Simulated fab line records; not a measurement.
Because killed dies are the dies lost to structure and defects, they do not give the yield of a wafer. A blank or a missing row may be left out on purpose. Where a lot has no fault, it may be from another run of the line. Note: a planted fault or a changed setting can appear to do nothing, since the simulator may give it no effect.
fab line records	flow n5Finfet
record lots=5	wafers=15	lastDay=17
route steps=1938 shown BEOL_M10@1474
lots untouched by any fault: they come from a run of this same line in which no faults occurred
startH: the number of hours between the record's first day and the start of the first shown wafer of the lot	waitH: how many hours have passed since the lot's step before this one	" same as the row above	L1.1+2: a single row standing in for several wafers	- either no value or no given start	* or withheld: withheld	< > ~ a bound
route shown NAME@n: a module of which the file shows steps, and the number in the route of the first	usual: mean and standard deviation over wafers with no fault	same: alike in all rows	chamber/n: place in a boat	sites: the reading at each site	_std_site: standard deviation of those values	_edge_site: mean of outer sites minus mean of inner sites	radiusMm: how far each site lies from the wafer's centre	mask NAME#n: copy n	behind: tool/chamber where the wafer was last shaped	hold: why the lot was held/for how many hours/how that ended	device: the n, p or np transistor that did not switch	end of line: the route-end tests of the same wafers	for a step that has no rows: nothing shown but its recipe	killed: at the first sort, the dies lost to defects and structure; wafer yield is something else	map: a wafer's dies, marking killed ones x, the rest . and places with no die _
set.NAME: the setting the step ran with; set.NAME@STEP: the setting that earlier step ran with	model.NAME: the simulator's own value behind a step, which no gauge read
certain route steps with their lots: each step a table, each wafer a row
services: from which hour (startH, from the record's first day; less than 0 if before it) a tool's chamber was out of use, for how many hours, and why
## steps
# step N5_BEOL_M10_HM_DEP_02
# recipe material=TiN	targetThkA=200	tempC=25	chamberPressurePa=0.49996
# usual throttleValvePct=30.2/0.51
lot.wafer	tool	chamber	startH	waitH	throttleValvePct
L084.1	pvdSputter-01	-	288.21	0.0	30.3
L084.2	"	-	"	"	29.9
L084.4	"	-	"	"	30.1
L089.1	pvdSputter-01	-	316.85	0.5	29.6
L089.4	"	-	"	"	30.5
L089.5	"	-	"	"	29.3
L090.4	pvdSputter-01	-	317.31	0.6	30.2
L090.5	"	-	"	"	30.6
L090.6	"	-	"	"	29.6
L092.2	pvdSputter-01	-	332.45	0.9	30.0
L092.3	"	-	"	"	29.9
L092.5	"	-	"	"	30.2
L094.3	pvdSputter-01	-	347.74	1.0	29.7
L094.4	"	-	"	"	30.5
L094.6	"	-	"	"	30.1
# step N5_BEOL_M10_COAT_59
# recipe resist=SOC	tempC=250	timeS=60	spinRpm=1500	resistThkNm=100
# usual chillPlateTempC=23.00/0.12
lot.wafer	tool	chamber	startH	waitH	chillPlateTempC
L084.1	lithoTrack-04	0	288.34	0.1	23.05
L084.2	"	0	"	"	23.05
L084.4	"	0	"	"	23.09
L089.1	lithoTrack-05	0	316.98	0.1	23.00
L089.4	"	0	"	"	23.07
L089.5	"	0	"	"	23.06
L090.4	lithoTrack-04	0	317.44	0.1	22.88
L090.5	"	0	"	"	23.00
L090.6	"	0	"	"	22.77
L092.2	lithoTrack-05	0	332.58	0.1	22.89
L092.3	"	0	"	"	22.96
L092.5	"	0	"	"	22.86
L094.3	lithoTrack-01	0	347.86	0.1	23.14
L094.4	"	0	"	"	23.18
L094.6	"	0	"	"	23.03
# step N5_BEOL_M10_COAT_60
# recipe resist=SiARC	tempC=220	timeS=60	spinRpm=1500	resistThkNm=30
# usual chillPlateTempC=23.00/0.099
lot.wafer	tool	chamber	startH	waitH	chillPlateTempC
L084.1	lithoTrack-04	0	-	-	23.06
L084.2	"	0	"	"	22.90
L084.4	"	0	"	"	23.15
L089.1	lithoTrack-05	0	-	-	23.01
L089.4	"	0	"	"	23.05
L089.5	"	0	"	"	22.96
L090.4	lithoTrack-04	0	-	-	23.15
L090.5	"	0	"	"	22.90
L090.6	"	0	"	"	23.05
L092.2	lithoTrack-05	0	-	-	22.88
L092.3	"	0	"	"	22.87
L092.5	"	0	"	"	22.90
L094.3	lithoTrack-01	0	-	-	22.91
L094.4	"	0	"	"	22.91
L094.6	"	0	"	"	23.27
# step N5_BEOL_M10_COAT_05
# recipe resist=CAR-ArF	spinRpm=1500	resistThkNm=90
# usual chillPlateTempC=23.00/0.11
lot.wafer	tool	chamber	startH	waitH	chillPlateTempC
L084.1	lithoTrack-04	0	-	-	22.96
L084.2	"	0	"	"	23.16
L084.4	"	0	"	"	23.02
L089.1	lithoTrack-05	0	-	-	22.91
L089.4	"	0	"	"	23.05
L089.5	"	0	"	"	22.86
L090.4	lithoTrack-04	0	-	-	22.91
L090.5	"	0	"	"	22.95
L090.6	"	0	"	"	22.88
L092.2	lithoTrack-05	0	-	-	23.15
L092.3	"	0	"	"	23.11
L092.5	"	0	"	"	23.08
L094.3	lithoTrack-01	0	-	-	22.90
L094.4	"	0	"	"	22.89
L094.6	"	0	"	"	23.02
# step N5_BEOL_M10_EBR_07
# recipe solvent=PGMEA	ebrWidthMm=1.5
# usual chillPlateTempC=23.01/0.11
lot.wafer	tool	chamber	startH	waitH	chillPlateTempC
L084.1	lithoTrack-04	0	-	-	23.06
L084.2	"	0	"	"	22.85
L084.4	"	0	"	"	22.98
L089.1	lithoTrack-05	0	-	-	23.27
L089.4	"	0	"	"	23.24
L089.5	"	0	"	"	23.16
L090.4	lithoTrack-04	0	-	-	22.95
L090.5	"	0	"	"	23.09
L090.6	"	0	"	"	22.90
L092.2	lithoTrack-05	0	-	-	23.02
L092.3	"	0	"	"	22.85
L092.5	"	0	"	"	23.07
L094.3	lithoTrack-01	0	-	-	22.96
L094.4	"	0	"	"	22.94
L094.6	"	0	"	"	22.94
# step N5_BEOL_M10_SOFTBAKE_06
# recipe tempC=110	timeS=60	resist=CAR-ArF
# usual chillPlateTempC=23.04/0.11
lot.wafer	tool	chamber	startH	waitH	chillPlateTempC
L084.1	lithoTrack-04	0	-	-	22.77
L084.2	"	0	"	"	22.94
L084.4	"	0	"	"	22.98
L089.1	lithoTrack-05	0	-	-	23.05
L089.4	"	0	"	"	23.16
L089.5	"	0	"	"	23.10
L090.4	lithoTrack-04	0	-	-	23.07
L090.5	"	0	"	"	22.96
L090.6	"	0	"	"	23.03
L092.2	lithoTrack-05	0	-	-	23.06
L092.3	"	0	"	"	23.12
L092.5	"	0	"	"	23.06
L094.3	lithoTrack-01	0	-	-	23.10
L094.4	"	0	"	"	22.92
L094.6	"	0	"	"	23.13
# step N5_BEOL_M10_EXPOSE_08
# recipe maskId=M10	na=1.35	sourceShape=dipole	sigmaInner=0.411	sigmaOuter=0.611	polarization=te	doseMj=53.75
lot.wafer	tool	chamber	startH	waitH	mask
L084.1+2+4	arfiScanner-03	0	288.45	-	M10#0
L089.1+4+5	arfiScanner-03	0	317.22	-	M10#0
L090.4+5+6	arfiScanner-03	0	317.57	-	M10#0
L092.2+3+5	arfiScanner-02	0	332.83	-	M10#0
L094.3+4+6	arfiScanner-03	0	348.12	-	M10#0
# step N5_BEOL_M10_PEB_09
# recipe pebTempC=withheld	pebTimeS=60	resist=CAR-ArF
# usual chillPlateTempC=23.00/0.098
lot.wafer	tool	chamber	startH	waitH	chillPlateTempC
L084.1	lithoTrack-04	0	288.51	0.1	23.06
L084.2	"	0	"	"	23.04
L084.4	"	0	"	"	23.06
L089.1	lithoTrack-05	0	317.28	0.1	23.01
L089.4	"	0	"	"	23.07
L089.5	"	0	"	"	23.02
L090.4	lithoTrack-05	0	317.62	0.0	23.10
L090.5	"	0	"	"	23.00
L090.6	"	0	"	"	23.16
L092.2	lithoTrack-05	0	332.88	0.0	22.98
L092.3	"	0	"	"	22.99
L092.5	"	0	"	"	22.91
L094.3	lithoTrack-05	0	348.17	0.0	23.03
L094.4	"	0	"	"	23.22
L094.6	"	0	"	"	22.90
# step N5_BEOL_M10_DEVELOP_10
# recipe developTimeS=30	developer=TMAH	resist=CAR-ArF	rinseLiquid=diw	dry=airSpin	devTempC=23
# usual chillPlateTempC=23.02/0.11
lot.wafer	tool	chamber	startH	waitH	chillPlateTempC
L084.1	lithoTrack-04	0	-	-	22.96
L084.2	"	0	"	"	23.18
L084.4	"	0	"	"	22.92
L089.1	lithoTrack-05	0	-	-	23.18
L089.4	"	0	"	"	23.16
L089.5	"	0	"	"	23.04
L090.4	lithoTrack-05	0	-	-	22.97
L090.5	"	0	"	"	23.15
L090.6	"	0	"	"	23.04
L092.2	lithoTrack-05	0	-	-	22.98
L092.3	"	0	"	"	22.95
L092.5	"	0	"	"	22.95
L094.3	lithoTrack-05	0	-	-	23.02
L094.4	"	0	"	"	23.15
L094.6	"	0	"	"	23.01
# step N5_BEOL_M10_CD_MEAS_11
# recipe targetCdNm=64.1	landingEnergyEv=500	detector=seInlens	polarity=opening
# usual cdNm=64.0/0.57
lot.wafer	tool	chamber	startH	waitH	cdNm
L084.1	cdSem-01	0	288.58	-	64.6
L084.2	"	0	"	"	64.0
L084.4	"	0	"	"	64.0
L089.1	cdSem-03	0	317.35	-	62.9
L089.4	"	0	"	"	64.1
L089.5	"	0	"	"	63.1
L090.4	cdSem-02	0	317.69	-	63.8
L090.5	"	0	"	"	64.1
L090.6	"	0	"	"	63.0
L092.2	cdSem-03	0	332.95	-	63.8
L092.3	"	0	"	"	63.7
L092.5	"	0	"	"	64.6
L094.3	cdSem-02	0	348.23	-	63.4
L094.4	"	0	"	"	64.1
L094.6	"	0	"	"	63.5
# step N5_BEOL_M10_OVL_MEAS_12
# recipe pointsPerWafer=44
# usual M10_OVL=-0.2/0.8
lot.wafer	tool	chamber	startH	waitH	M10_OVL[nm]
L084.1	overlay-02	0	288.61	0.0	0.7
L084.2	"	0	"	"	-1.6
L084.4	"	0	"	"	-1.7
L089.1	overlay-02	0	317.38	0.0	-0.5
L089.4	"	0	"	"	-1.6
L089.5	"	0	"	"	-1.6
L090.4	overlay-01	0	317.71	0.0	1.4
L090.5	"	0	"	"	0.5
L090.6	"	0	"	"	1.8
L092.2	overlay-01	0	332.98	0.0	-0.3
L092.3	"	0	"	"	-0.6
L092.5	"	0	"	"	0.4
L094.3	overlay-02	0	348.26	0.0	0.0
L094.4	"	0	"	"	1.3
L094.6	"	0	"	"	1.2
# step N5_BEOL_M10_INSPECT_13
# recipe mode=adi	inspectInstrument=brightfield
# usual rawDefectCount=379/81
lot.wafer	tool	chamber	startH	waitH	rawDefectCount
L084.1	defectInspect-02	-	288.63	0.0	402
L084.2	"	-	"	"	490
L084.4	"	-	"	"	454
L089.1	defectInspect-02	-	317.40	0.0	284
L089.4	"	-	"	"	364
L089.5	"	-	"	"	464
L090.4	defectInspect-02	-	317.74	0.0	234
L090.5	"	-	"	"	274
L090.6	"	-	"	"	299
L092.2	defectInspect-02	-	333.00	0.0	325
L092.3	"	-	"	"	405
L092.5	"	-	"	"	311
L094.3	defectInspect-01	-	348.29	0.0	282
L094.4	"	-	"	"	270
L094.6	"	-	"	"	444
# step N5_BEOL_M10_DESCUM_16
# recipe chemistry=O2	timeS=7.9	sourcePowerW=50	biasPowerW=20	pressureMtorr=20	rfFrequencyHz=2.712e+07	tempC=40	resist=CAR-ArF	o2FlowSccm=225
# usual chamberPressureMTorr=20.000/0.016	drypumpMotorCurrentA=5.7/0.64	oesProductAu=0.82/0.069	rfVppV=242.9/1.3	showerheadPlenumPTorr=2.06/0.074	throttleValvePct=20.44/0.19
lot.wafer	tool	chamber	startH	waitH	chamberPressureMTorr	drypumpMotorCurrentA	oesProductAu	rfHoursCounterH	rfVppV	showerheadPlenumPTorr	throttleValvePct
L084.1	rieDiel-03	3	288.67	0.0	19.995	6.5	0.85	63	244.4	2.21	20.15
L084.2	"	2	"	"	20.005	4.8	0.84	72	244.0	2.05	20.19
L084.4	"	0	"	"	19.980	5.0	0.83	80	243.3	2.13	20.74
L089.1	rieDiel-04	3	317.43	0.0	19.998	5.7	0.78	117	244.1	2.04	20.81
L089.4	"	2	"	"	20.019	5.8	0.90	18	242.6	2.03	20.17
L089.5	"	1	"	"	19.995	6.1	0.80	-	242.4	2.04	20.41
L090.4	rieDiel-06	1	317.77	0.0	19.997	4.9	0.78	142	242.7	1.99	20.41
L090.5	"	0	"	"	19.977	5.2	0.79	-	242.2	2.01	20.43
L090.6	"	3	"	"	20.033	6.7	0.88	-	242.3	2.05	20.59
L092.2	rieDiel-03	0	333.04	0.0	20.011	5.0	0.81	94	243.3	2.13	20.75
L092.3	"	2	"	"	19.991	4.8	0.83	87	243.4	2.04	20.21
L092.5	"	3	"	"	20.003	6.5	0.84	-	245.8	2.20	20.17
L094.3	rieDiel-04	1	349.22	0.9	20.026	6.1	0.79	110	242.0	2.04	20.42
L094.4	"	3	"	"	19.981	5.7	0.79	129	241.4	2.04	20.83
L094.6	"	2	"	"	20.010	5.9	0.89	-	242.9	2.03	20.20
# step N5_BEOL_M10_ETCH_61
# recipe chemistry=CF4	target=SiARC	targetDepthA=390	maskMaterial=CAR-ArF	timeS=65	ionEnergyEv=80	pressureMtorr=40	sourceW=545	biasW=36	Ar_flow_sccm=100	cf4FlowSccm=100	ends=cleared
# usual chamberPressureMTorr=40.00/0.038	drypumpMotorCurrentA=5.7/0.64	etchRfOnTimeS=64.8/1.5	oesProductAu=0.70/0.057	rfVppV=183.8/1.3	showerheadPlenumPTorr=2.12/0.072	throttleValvePct=15.60/0.2
lot.wafer	tool	chamber	startH	waitH	chamberPressureMTorr	drypumpMotorCurrentA	etchRfOnTimeS	oesProductAu	rfHoursCounterH	rfVppV	showerheadPlenumPTorr	throttleValvePct
L084.1	rieDiel-03	3	288.70	0.0	39.92	6.5	63.9	0.72	63	186.7	2.26	15.38
L084.2	"	2	"	"	39.95	4.8	64.5	0.72	72	183.8	2.08	15.27
L084.4	"	0	"	"	40.02	5.0	66.5	0.70	80	186.3	2.17	15.80
L089.1	rieDiel-04	3	317.47	0.0	40.02	5.7	64.4	0.67	117	184.1	2.08	15.86
L089.4	"	2	"	"	40.01	5.8	63.0	0.79	18	183.7	2.11	15.48
L089.5	"	1	"	"	39.98	6.2	63.5	0.69	-	182.9	2.08	15.45
L090.4	rieDiel-06	1	317.80	0.0	40.07	4.9	66.2	0.65	142	184.7	2.06	15.70
L090.5	"	0	"	"	40.00	5.2	67.1	0.66	-	181.8	2.09	15.71
L090.6	"	3	"	"	40.00	6.7	66.5	0.73	-	184.1	2.08	15.60
L092.2	rieDiel-03	0	333.07	0.0	40.01	5.0	66.0	0.68	94	184.3	2.17	15.81
L092.3	"	2	"	"	39.99	4.8	63.7	0.71	87	183.8	2.07	15.29
L092.5	"	3	"	"	40.01	6.5	63.9	0.70	-	185.9	2.25	15.39
L094.3	rieDiel-04	1	349.26	0.0	40.01	6.1	62.4	0.68	110	181.5	2.07	15.49
L094.4	"	3	"	"	40.00	5.7	64.1	0.67	129	181.9	2.08	15.90
L094.6	"	2	"	"	40.04	5.9	62.1	0.76	-	183.7	2.11	15.52
# step N5_BEOL_M10_ETCH_62
# recipe chemistry=N2/H2	target=SOC	targetDepthA=1100	overetchA=220	maskMaterial=SiARC	tempC=40	timeS=165	ionEnergyEv=200	pressureMtorr=30	sourceW=840	biasW=150	n2FlowSccm=200	h2FlowSccm=200
# usual chamberPressureMTorr=30.000/0.026	drypumpMotorCurrentA=5.7/0.64	oesProductAu=0.69/0.056	rfVppV=522.8/2.7	showerheadPlenumPTorr=2.51/0.091	throttleValvePct=17.84/0.19
lot.wafer	tool	chamber	startH	waitH	chamberPressureMTorr	drypumpMotorCurrentA	oesProductAu	rfHoursCounterH	rfVppV	showerheadPlenumPTorr	throttleValvePct
L084.1	rieDiel-03	3	288.75	0.0	29.998	6.5	0.71	63	528.0	2.67	17.49
L084.2	"	2	"	"	29.990	4.8	0.71	73	520.0	2.49	17.60
L084.4	"	0	"	"	29.985	5.0	0.70	80	523.9	2.57	17.95
L089.1	rieDiel-04	3	317.52	0.0	29.981	5.7	0.68	117	522.7	2.44	18.00
L089.4	"	2	"	"	30.028	5.8	0.77	18	522.8	2.50	17.71
L089.5	"	1	"	"	30.032	6.1	0.67	-	521.1	2.46	17.67
L090.4	rieDiel-06	1	317.85	0.0	29.983	4.9	0.65	142	521.2	2.45	17.93
L090.5	"	0	"	"	29.994	5.2	0.67	-	521.1	2.46	17.96
L090.6	"	3	"	"	30.004	6.7	0.73	-	521.5	2.47	17.80
L092.2	rieDiel-03	0	333.12	0.0	30.020	5.0	0.69	94	525.0	2.56	17.99
L092.3	"	2	"	"	30.037	4.8	0.70	87	523.1	2.48	17.66
L092.5	"	3	"	"	29.989	6.5	0.69	-	528.7	2.67	17.51
L094.3	rieDiel-04	1	349.31	0.0	29.977	6.1	0.66	110	521.6	2.46	17.66
L094.4	"	3	"	"	29.980	5.7	0.66	129	520.1	2.43	17.99
L094.6	"	2	"	"	29.982	5.9	0.74	-	523.5	2.49	17.74
# step N5_BEOL_M10_STRIP_68
# recipe chemistry=N2/H2	tempC=40	n2FlowSccm=200	h2FlowSccm=200	rfFrequencyHz=6e+07
lot.wafer	tool	chamber	startH	waitH
L084.1+2+4	rieDiel-03	3,2,0	288.89	0.1
L089.1+4+5	rieDiel-04	3,2,1	317.66	0.1
L090.4+5+6	rieDiel-06	1,0,3	317.99	0.1
L092.2+3+5	rieDiel-03	0,2,3	333.26	0.1
L094.3+4+6	rieDiel-04	1,3,2	349.44	0.1
# step N5_BEOL_M10_STRIP_67
# recipe chemistry=CF4	resist=SiARC	powerW=300	biasPowerW=75	pressureMtorr=50	cf4FlowSccm=150	rfFrequencyHz=6e+07
# usual chamberPressureMTorr=50.00/0.047	drypumpMotorCurrentA=5.7/0.64	oesProductAu=0.82/0.066	powerW=299.9/0.88	rfVppV=270.7/1.6	showerheadPlenumPTorr=1.78/0.055	throttleValvePct=13.56/0.2
lot.wafer	tool	chamber	startH	waitH	chamberPressureMTorr	drypumpMotorCurrentA	oesProductAu	powerW	rfHoursCounterH	rfVppV	showerheadPlenumPTorr	throttleValvePct
L084.1	rieDiel-03	3	288.90	0.0	50.08	6.5	0.84	301.2	63	272.4	1.88	13.28
L084.2	"	2	"	"	50.04	4.8	0.84	299.7	73	270.1	1.75	13.27
L084.4	"	0	"	"	50.01	5.0	0.83	299.6	80	271.2	1.81	13.71
L089.1	rieDiel-04	3	317.67	0.0	49.96	5.7	0.79	298.0	117	269.8	1.75	13.84
L089.4	"	2	"	"	50.01	5.8	0.90	298.1	18	270.4	1.77	13.43
L089.5	"	1	"	"	50.02	6.1	0.80	297.8	-	271.2	1.75	13.47
L090.4	rieDiel-06	1	318.00	0.0	49.92	4.8	0.78	301.0	142	269.8	1.73	13.67
L090.5	"	0	"	"	50.02	5.2	0.79	300.3	-	271.3	1.75	13.64
L090.6	"	3	"	"	50.00	6.7	0.86	300.6	-	269.9	1.75	13.56
L092.2	rieDiel-03	0	333.27	0.0	49.97	5.0	0.81	300.6	94	271.2	1.81	13.74
L092.3	"	2	"	"	49.94	4.8	0.82	300.1	88	270.6	1.75	13.30
L092.5	"	3	"	"	50.02	6.5	0.82	297.6	-	272.5	1.87	13.33
L094.3	rieDiel-04	1	349.45	0.0	50.02	6.1	0.79	299.1	110	269.1	1.75	13.52
L094.4	"	3	"	"	49.99	5.7	0.78	300.4	129	269.8	1.74	13.86
L094.6	"	2	"	"	50.00	5.8	0.87	300.2	-	270.0	1.77	13.44
# step N5_BEOL_M10_HM_OPEN_17
# recipe chemistry=Cl2/BCl3	targetDepthA=200	overetchA=60	target=TiN	maskMaterial=SOC	ionEnergyEv=150	pressureMtorr=10	icpW=1000	biasW=126	Cl2_flow_sccm=53.25	bcl3FlowSccm=21.75	Ar_flow_sccm=25
# usual chamberPressureMTorr=10.000/0.011	drypumpMotorCurrentA=6.0/0.38	mfcCl2Sccm=53.23/0.17	oesProductAu=0.68/0.079	throttleValvePct=22.13/0.22
lot.wafer	tool	chamber	startH	waitH	chamberPressureMTorr	drypumpMotorCurrentA	mfcCl2Sccm	oesProductAu	rfHoursCounterH	throttleValvePct
L084.1	rieMetal-01	0	288.94	0.0	10.004	5.7	53.35	0.73	16	21.71
L084.2	"	1	"	"	10.016	6.1	53.20	0.72	28	22.40
L084.4	"	1	"	"	10.014	6.1	53.23	0.72	-	22.39
L089.1	rieMetal-03	1	317.71	0.0	9.992	5.5	53.15	0.61	82	22.20
L089.4	"	1	"	"	10.003	5.5	53.08	0.61	-	22.21
L089.5	"	1	"	"	9.992	5.5	53.31	0.61	-	22.20
L090.4	rieMetal-01	1	318.07	0.1	9.984	6.1	53.31	0.71	-	22.39
L090.5	"	1	"	"	9.989	6.1	53.52	0.71	-	22.40
L090.6	"	0	"	"	10.007	5.7	53.34	0.73	-	21.70
L092.2	rieMetal-02	1	333.31	0.0	9.995	6.5	53.15	0.59	87	22.16
L092.3	"	1	"	"	10.047	6.5	53.27	0.59	-	22.15
L092.5	"	0	"	"	10.013	6.3	53.38	0.71	-	22.22
L094.3	rieMetal-03	1	349.52	0.1	10.006	5.5	53.41	0.60	-	22.23
L094.4	"	0	"	"	10.002	5.7	53.35	0.79	-	21.90
L094.6	"	1	"	"	9.997	5.5	53.31	0.60	-	22.25
# step N5_BEOL_M10_STRIP_19
# recipe chemistry=O2	powerW=400	tempC=40	pressureMtorr=30	rfFrequencyHz=6e+07	biasPowerW=0	overashFraction=0.2	o2FlowSccm=225
# usual chamberPressureMTorr=30.00/0.034	drypumpMotorCurrentA=5.7/0.59	oesProductAu=0.82/0.069	rfVppV=3.7/0.65	showerheadPlenumPTorr=2.07/0.074	throttleValvePct=16.67/0.2
lot.wafer	tool	chamber	startH	waitH	chamberPressureMTorr	drypumpMotorCurrentA	oesProductAu	rfHoursCounterH	rfVppV	showerheadPlenumPTorr	throttleValvePct
L084.1	rieDiel-03	0	289.05	0.1	30.05	5.0	0.82	80	3.5	2.14	16.90
L084.2	"	3	"	"	30.01	6.5	0.86	63	3.6	2.21	16.43
L084.4	"	2	"	"	29.95	4.8	0.85	73	3.1	2.05	16.40
L089.1	rieDiel-04	3	317.91	0.2	30.00	5.6	0.79	117	5.2	2.05	17.03
L089.4	"	0	"	"	30.01	5.5	0.71	188	4.2	1.99	16.73
L089.5	"	1	"	"	29.99	6.1	0.79	-	3.1	2.05	16.62
L090.4	rieDiel-03	0	318.15	0.1	30.01	5.0	0.82	89	3.9	2.13	16.93
L090.5	"	0	"	"	29.95	5.0	0.82	-	3.6	2.13	16.92
L090.6	"	3	"	"	30.03	6.5	0.84	-	4.7	2.21	16.43
L092.2	rieDiel-06	3	333.63	0.3	29.95	6.7	0.87	66	4.3	2.06	16.80
L092.3	"	1	"	"	30.03	4.8	0.78	147	3.3	1.99	16.67
L092.5	"	0	"	"	30.02	5.2	0.79	-	3.8	2.01	16.66
L094.3	rieDiel-03	2	349.63	0.1	30.02	4.8	0.82	94	2.8	2.05	16.45
L094.4	"	1	"	"	29.98	6.5	0.90	27	4.0	2.22	16.54
L094.6	"	1	"	"	30.04	6.6	0.91	-	3.4	2.22	16.51
# step N5_BEOL_M10_CD_MEAS_18
# recipe pitchNm=140	targetCdNm=70
# usual cdNm=69.9/0.74
lot.wafer	tool	chamber	startH	waitH	cdNm
L084.1	cdSem-02	-	289.12	0.0	70.7
L084.2	"	-	"	"	70.2
L084.4	"	-	"	"	69.2
L089.1	cdSem-01	-	317.98	0.0	68.4
L089.4	"	-	"	"	69.9
L089.5	"	-	"	"	68.6
L090.4	cdSem-01	-	318.23	0.1	69.3
L090.5	"	-	"	"	69.6
L090.6	"	-	"	"	69.5
L092.2	cdSem-02	-	333.70	0.1	69.5
L092.3	"	-	"	"	69.8
L092.5	"	-	"	"	70.8
L094.3	cdSem-01	-	349.71	0.1	70.3
L094.4	"	-	"	"	69.7
L094.6	"	-	"	"	70.0
# step N5_BEOL_M10_COAT_63
# recipe resist=SOC	tempC=250	timeS=60	spinRpm=1500	resistThkNm=100
# usual chillPlateTempC=22.99/0.1
lot.wafer	tool	chamber	startH	waitH	chillPlateTempC
L084.1	lithoTrack-01	0	289.59	0.5	22.82
L084.2	"	0	"	"	22.97
L084.4	"	0	"	"	23.02
L089.1	lithoTrack-05	0	320.78	2.8	22.89
L089.4	"	0	"	"	22.85
L089.5	"	0	"	"	23.01
L090.4	lithoTrack-01	0	320.79	2.6	23.01
L090.5	"	0	"	"	23.00
L090.6	"	0	"	"	22.95
L092.2	lithoTrack-01	0	334.58	0.9	23.17
L092.3	"	0	"	"	23.14
L092.5	"	0	"	"	23.23
L094.3	lithoTrack-01	0	349.89	0.2	23.02
L094.4	"	0	"	"	22.85
L094.6	"	0	"	"	22.94
# step N5_BEOL_M10_COAT_64
# recipe resist=SiARC	tempC=220	timeS=60	spinRpm=1500	resistThkNm=30
# usual chillPlateTempC=22.99/0.11
lot.wafer	tool	chamber	startH	waitH	chillPlateTempC
L084.1	lithoTrack-01	0	-	-	22.76
L084.2	"	0	"	"	22.85
L084.4	"	0	"	"	22.86
L089.1	lithoTrack-05	0	-	-	23.05
L089.4	"	0	"	"	22.98
L089.5	"	0	"	"	22.97
L090.4	lithoTrack-01	0	-	-	22.96
L090.5	"	0	"	"	23.01
L090.6	"	0	"	"	22.85
L092.2	lithoTrack-01	0	-	-	23.10
L092.3	"	0	"	"	23.13
L092.5	"	0	"	"	23.11
L094.3	lithoTrack-01	0	-	-	22.97
L094.4	"	0	"	"	22.87
L094.6	"	0	"	"	22.88
# step N5_BEOL_M10_COAT_22
# recipe resist=CAR-ArF	spinRpm=1500	resistThkNm=90
# usual chillPlateTempC=22.99/0.1
lot.wafer	tool	chamber	startH	waitH	chillPlateTempC
L084.1	lithoTrack-01	0	-	-	23.12
L084.2	"	0	"	"	23.13
L084.4	"	0	"	"	23.04
L089.1	lithoTrack-05	0	-	-	22.85
L089.4	"	0	"	"	23.04
L089.5	"	0	"	"	22.95
L090.4	lithoTrack-01	0	-	-	22.90
L090.5	"	0	"	"	22.94
L090.6	"	0	"	"	23.02
L092.2	lithoTrack-01	0	-	-	22.92
L092.3	"	0	"	"	22.97
L092.5	"	0	"	"	22.91
L094.3	lithoTrack-01	0	-	-	22.99
L094.4	"	0	"	"	22.96
L094.6	"	0	"	"	22.89
## services
tool	chamber	startH	hours	kind
pvdSputter-01	-	265.37	5.6	repair
rieDiel-06	2	268.31	-	clean
rieDiel-06	2	268.31	-	consumableReplace:focusRing
rieDiel-06	2	268.31	-	consumableReplace:showerhead
rieDiel-06	2	268.31	28.1	scheduledDown
rieDiel-06	2	268.31	28.1	ventCycle
arfiScanner-03	0	273.05	-	calibration
arfiScanner-03	-	277.45	4.9	pm
rieDiel-04	3	281.53	2.6	repair
lithoTrack-04	-	289.46	-	consumableReplace:filter
lithoTrack-05	-	293.87	-	consumableReplace:filter
arfiScanner-02	-	296.42	0.2	repair
arfiScanner-02	-	299.14	2.6	repair
rieMetal-02	-	304.64	2.8	pm
arfiScanner-02	-	308.27	1.0	pm
rieDiel-04	-	311.41	0.7	repair
arfiScanner-02	-	319.82	1.3	pm
arfiScanner-03	-	326.41	0.8	pm
## key
fault none
